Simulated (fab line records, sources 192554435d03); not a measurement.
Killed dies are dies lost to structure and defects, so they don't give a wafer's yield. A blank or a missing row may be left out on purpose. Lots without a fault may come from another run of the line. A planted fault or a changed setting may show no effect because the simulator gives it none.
Chamber matching | flow n5_finfet | N5_SD_EPI_P_DESCUM_14 on rie_diel-05: 3 sister chambers
The step chemistry O2, time 7.9 s. 3 wafers are shown with their chamber, then 5 later ones without.

WAFERS WITH THEIR CHAMBER
wafer  | chamber | showerhead_plenum_p_Torr (Torr)
L088.4 | 2       | 2.12
L090.3 | 3       | 2.14
L090.4 | 1       | 2.03

WAFERS WITHOUT THEIR CHAMBER
wafer  | showerhead_plenum_p_Torr (Torr)
L090.5 | 2.11
L094.1 | 2.11
L094.2 | 2.14
L094.4 | 2.03
L096.6 | 2.03

WHICH CHAMBER EACH WENT THROUGH
wafer  | from the rows above | in truth
L090.5 | 2                   | 2
L094.1 | 2                   | 2
L094.2 | 3                   | 3
L094.4 | 1                   | 1
L096.6 | 1                   | 1
Placed correctly: 5 of 5. Can't be placed from these rows: 0. Placed wrongly: 0.
How it was worked out, from the rows above alone: a wafer's distance from a chamber is the root of the sum, over the readings, of the square of ((its reading less the chamber's mean) divided by the reading's scatter). The wafer belongs to the nearest chamber; if the next one is less than 2 further off, it can't be placed. A chamber's mean is the mean of its shown wafers. The scatter: with one shown wafer a chamber, the root of the mean of the squares of how far each hidden wafer lies from its nearest shown one.
